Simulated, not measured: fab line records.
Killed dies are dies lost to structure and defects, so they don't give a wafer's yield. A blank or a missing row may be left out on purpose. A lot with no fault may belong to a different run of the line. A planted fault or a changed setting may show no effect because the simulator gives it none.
Problem report, 8D (eight disciplines) form, completed by code -- flow nand-harc -- the parts of the form that need people (team, actions taken, sign-off) are left out

1. PROBLEM STATEMENT
raw-defect-count at NHARC_A_CHANNEL_HOLE_D1_INSPECT_40 reads a mean of 1015 on 6 wafers of 2 lots; wafers without a fault read 59 with a standard deviation of 16. Relative to the usual mean, that is a shift of +60 standard deviations.
Earliest sighting: wafer L933.1 on defect-inspect-02 at day 10 19:07. The record has a number at this step for 33 wafers belonging to 11 lots. Rule for "out", or "out of limits": more than 4 standard deviations from the usual mean. The other wafers with a number count as sound.

2. WHAT THIS IS AND IS NOT
question,is,is not
which readings at this step,raw-defect-count,-
which lots,"L933, L935","L924, L925, L926, L927, L936, L937, L940, L944, L945"
which wafers of those lots,all that have a number,-
read on which gauges,defect-inspect-02,defect-inspect-01
when,from day 10 19:07,"up to then (12 sound wafers); but 15 sound wafers of L936, L937, L940, L944, L945 came after"

3. SUSPECTS, AND WHAT RULES EACH OUT
Counting: a tool at a process step up to the reading stays a suspect if it ran every lot that is out and no sound lot after the first of them.
- the gauge at NHARC_A_CHANNEL_HOLE_D1_INSPECT_40: ruled out. All the wafers that are out were read on defect-inspect-02, but those of them that NHARC_END_SORT_01 has rows for are out there too, on other tools.
- rie-diel-13 at NHARC_A_CHANNEL_HOLE_D1_ETCH_38 (etches the open film in CF4, target depth 39 nm, time 65 s): kept. It ran every lot that is out, first L933 (day 10 08:42), and no sound lot after that; its last sound lot up to then is L927 (day 8 18:21).
- rie-diel-13 at NHARC_A_CHANNEL_HOLE_D1_ETCH_34 (etches the open film in CF4/CHF3, target depth 154 nm, time 77 s): kept. It ran every lot that is out, first L933 (day 10 09:23), and no sound lot after that; its last sound lot up to then is L927 (day 8 18:43).
- har-etch-02 at NHARC_A_CHANNEL_HOLE_D1_ETCH_26 (etches the open film in C4F8/O2/Ar, time 224.1 s, target depth 300 nm): ruled out as a lasting fault. Sound lots L937, L940, L945 ran on it after its first lot that is out, L933 (day 10 17:13).
Left after counting: rie-diel-13 at NHARC_A_CHANNEL_HOLE_D1_ETCH_38, rie-diel-13 at NHARC_A_CHANNEL_HOLE_D1_ETCH_34.

4. THE CAUSE (what the simulator had put in)
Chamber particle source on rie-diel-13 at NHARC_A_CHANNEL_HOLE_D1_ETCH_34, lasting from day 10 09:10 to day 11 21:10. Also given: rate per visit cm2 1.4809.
Of the 2 suspects that counting leaves, this tool is one.

5. THE CHAIN OF EFFECTS, in route order
Each row: a reading whose mean over the struck wafers that have a number lies more than 3 standard deviations from the usual. Only readings whose record carries a usual standard deviation are examined. hours: median over the lots of the time between each lot's start at the first step of this table that gives one and its start at this step. sigmas: the change, counted in usual standard deviations.
hours,step,reading,usual,on struck wafers,change,sigmas
0,NHARC_A_CHANNEL_HOLE_D1_INSPECT_40,raw-defect-count,59,1015,+956,+60
260,NHARC_END_SORT_01,killed-at-array,26,117,+91,+11
260,NHARC_END_SORT_01,killed-dies,30,120,+90,+11

6. HOW IT WOULD HAVE BEEN CAUGHT EARLIER
10 hours passed between the start of the fault at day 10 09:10 and the first reading out of limits at a measuring or inspecting step in this record, taken at day 10 19:07.
No tool reading at NHARC_A_CHANNEL_HOLE_D1_ETCH_34 that has a usual standard deviation in the record was out on any struck wafer, so an alarm limit of 4 standard deviations on those readings would not have fired.
Lots out: 2; of these, L935 started NHARC_A_CHANNEL_HOLE_D1_ETCH_34 on rie-diel-13 after day 10 19:07. Holding the tool at that time would have saved it.
